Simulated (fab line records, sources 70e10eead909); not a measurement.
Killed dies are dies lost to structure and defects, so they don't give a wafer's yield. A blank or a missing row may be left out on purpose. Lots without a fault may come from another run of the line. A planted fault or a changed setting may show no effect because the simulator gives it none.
Chamber matching | flow nand_harc | NHARC_P_M2_STRIP_18 on rie_diel-03: 4 sister chambers
The step strips in N2/H2. 4 wafers are shown with their chamber, then 12 later ones without.

WAFERS WITH THEIR CHAMBER
wafer  | chamber | drypump_motor_current_A (A)
L084.2 | 1       | 5.7
L085.2 | 3       | 5.9
L085.4 | 0       | 5.6
L085.6 | 2       | 5.3

WAFERS WITHOUT THEIR CHAMBER
wafer  | drypump_motor_current_A (A)
L086.2 | 5.4
L086.3 | 5.9
L086.6 | 5.4
L089.2 | 5.6
L089.4 | 5.9
L089.5 | 5.9
L091.2 | 5.9
L091.3 | 5.6
L091.6 | 5.9
L097.2 | 5.4
L097.4 | 5.7
L097.6 | 5.5

WHICH CHAMBER EACH WENT THROUGH
wafer  | from the rows above          | in truth
L086.2 | can't be placed: 2 or 0      | 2
L086.3 | 3                            | 3
L086.6 | can't be placed: 2 or 0      | 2
L089.2 | can't be placed: 0 or 1      | 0
L089.4 | 3                            | 3
L089.5 | 3                            | 3
L091.2 | 3                            | 3
L091.3 | can't be placed: 0 or 1      | 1
L091.6 | 3                            | 3
L097.2 | can't be placed: 2 or 0      | 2
L097.4 | can't be placed: 1 or 0      | 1
L097.6 | can't be placed: 0 or 1 or 2 | 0
Placed correctly: 5 of 12. Can't be placed from these rows: 7 (the true chamber is among the candidates in 7). Placed wrongly: 0.
How it was worked out, from the rows above alone: a wafer's distance from a chamber is the root of the sum, over the readings, of the square of ((its reading less the chamber's mean) divided by the reading's scatter). The wafer belongs to the nearest chamber; if the next one is less than 2 further off, it can't be placed. A chamber's mean is the mean of its shown wafers. The scatter: with one shown wafer a chamber, the root of the mean of the squares of how far each hidden wafer lies from its nearest shown one.
